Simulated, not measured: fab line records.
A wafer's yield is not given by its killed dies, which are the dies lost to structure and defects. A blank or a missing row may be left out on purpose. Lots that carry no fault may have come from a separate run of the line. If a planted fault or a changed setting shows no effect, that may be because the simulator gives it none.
Comparing a struck lot with a sound one | flow n5_finfet | 24 out of 1938 route steps
Sound: the wafers L926.2, L926.4, L926.5. Struck: wafers L946.4, L946.5. (L946.6 of the same lot was not struck and is left out.) The cause comes at the end.
At each step with rows: each side's tool, then ch and its chambers, then its first start. Under that, the readings that differ: sound wafers | struck wafers | difference of the means | sigmas: that difference in standard deviations of wafers without a fault.
alike: same words and numbers on both sides, and readings whose means sit less than 2 such deviations apart. not compared: any withheld reading, any reading some wafer has no value for, any bound like >300 that may hide the same value, and any number with overlapping values for which the record gives no deviation.
The two part at a step that has a row with sigmas, a row that says differs or no value, or rows on one side only. Numbers that have no deviation but don't overlap get no sigmas and don't part them. A reading missing from all wafers of one side parts the sides only when that side holds two or more wafers.

first, 11 steps without rows for these wafers: N5_WELL_APT_OXIDE_STRIP_42 (strips SiO2 in dHF, time 45 s, target depth 12 nm); N5_WELL_APT_PRECLEAN_36 (cleans in O3/DIW, time 45 s); N5_WELL_APT_PRECLEAN_39 (cleans in dHF, time 60 s); N5_WELL_APT_SRD_37 (time 30 s); N5_WELL_APT_EPI_41 (deposits Si from SiH4/H2, target thk 50 nm, time 297.7 s); N5_PMOS_HMC_CHANNEL_EPI_HM_DEP_34 (deposits SiO2 from TEOS/O2, target thk 36 nm, time 6.9 s); N5_PMOS_HMC_CHANNEL_EPI_COAT_31 (time 60 s, resist thk 66 nm); N5_PMOS_HMC_CHANNEL_EPI_COAT_03 (resist thk 205 nm); N5_PMOS_HMC_CHANNEL_EPI_EBR_05; N5_PMOS_HMC_CHANNEL_EPI_SOFTBAKE_04 (time 60 s); N5_PMOS_HMC_CHANNEL_EPI_EXPOSE_06 (exposes mask PMOS HMC BLK, target cd 240 nm).
N5_PMOS_HMC_CHANNEL_EPI_PEB_07: peb time 60 s.
  sound on litho_track-02 ch 0, day 2 05:08; struck on litho_track-02 ch 0, day 7 05:22
  reading                  | sound             | struck      | difference | sigmas
  heater_power_total_W (W) | 177.2 173.2 173.4 | 200.1 198.0 | +24.5      | +15
  alike: exhaust_pa
then, 1 step without rows for these wafers: N5_PMOS_HMC_CHANNEL_EPI_DEVELOP_08 (develop time 30 s).
N5_PMOS_HMC_CHANNEL_EPI_CD_MEAS_09 targets a cd of 237.4 nm.
  sound on cd_sem-03 ch 0, day 2 05:11; struck on cd_sem-01 ch 0, day 7 05:26
  reading    | sound             | struck      | difference | sigmas
  cd_nm (nm) | 235.5 235.9 235.7 | 228.3 227.7 | -7.7       | -8
N5_PMOS_HMC_CHANNEL_EPI_DESCUM_14: chemistry O2, time 7.9 s.
  sound on rie_diel-04 ch 0,2,3, day 2 05:17; struck on rie_diel-06 ch 0,3, day 7 05:32
  reading                               | sound             | struck      | difference | sigmas
  model.PMOS_HMC_CHANNEL_EPI.cd_nm (nm) | 235.3 235.7 235.5 | 228.4 227.9 | -7.3       |
  alike: drypump_motor_current_A, oes_product_au, rf_vpp_V, showerhead_plenum_p_Torr, throttle_valve_pct
  not compared: rf_hours_counter_h
then, 5 steps without rows for these wafers: N5_PMOS_HMC_CHANNEL_EPI_ETCH_32 (etches BARC in N2/H2, stops on SiO2, target depth 85.8 nm, time 50.3 s); N5_PMOS_HMC_CHANNEL_EPI_HM_OPEN_15 (chemistry CHF3/O2, target SiO2, target depth 40.6 nm, time 20.3 s); N5_PMOS_HMC_CHANNEL_EPI_STRIP_33 (strips in N2/H2); N5_PMOS_HMC_CHANNEL_EPI_STRIP_17 (strips in SPM, time 750 s); N5_PMOS_HMC_CHANNEL_EPI_ETCH_38 (etches SiO2 in CF4, target depth 1.5 nm).
N5_PMOS_HMC_CHANNEL_EPI_FIN_RECESS_16: chemistry HBr/Cl2, target Si, target depth 54 nm, time 18 s.
  sound on rie_si-04 ch 1,3, day 2 05:44; struck on rie_si-04 ch 1,2, day 7 05:58
  reading                               | sound         | struck      | difference | sigmas
  model.PMOS_HMC_CHANNEL_EPI.cd_nm (nm) | 238 238 238.3 | 230.9 231.6 | -6.8       |
  alike: drypump_motor_current_A, oes_product_au, throttle_valve_pct
  not compared: rf_hours_counter_h
then, 1 step without rows for these wafers: N5_PMOS_HMC_CHANNEL_EPI_PRECLEAN_36 (cleans in O3/DIW, time 45 s).
-- a jump in the record: the struck wafers' starts before and after are 7 days apart (it breaks off in module PMOS_HMC_CHANNEL_EPI and resumes in module BEOL_M4, where the first step shown is number 1111 of the route) --
N5_BEOL_M4_RC_MEAS_101:
  sound on prober-01 ch 0, day 9 06:07; struck on prober-01 ch 0, day 14 15:46
  reading       | sound          | struck    | difference | sigmas
  SS_N (mV/dec) | 72.3 71.5 71.9 | 70.4 70.2 | -1.6       | -2
  VT_P (mV)     | -255 -257 -250 | -246 -248 | +7         | +2
  alike: DIBL_N, DIBL_P, IOFF_N, IOFF_P, ION_N, ION_P, SS_P, VT_N
following that, these wafers have no rows for 1 step: N5_PASSIVATION_PROBE_49.

== WHERE THEY PART ==
At N5_PMOS_HMC_CHANNEL_EPI_PEB_07 first; at N5_BEOL_M4_RC_MEAS_101 last (within this record only).

WHY: what the simulator had put in
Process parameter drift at N5_PMOS_HMC_CHANNEL_EPI_PEB_07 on litho_track-02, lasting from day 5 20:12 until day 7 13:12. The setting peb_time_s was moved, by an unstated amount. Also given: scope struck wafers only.
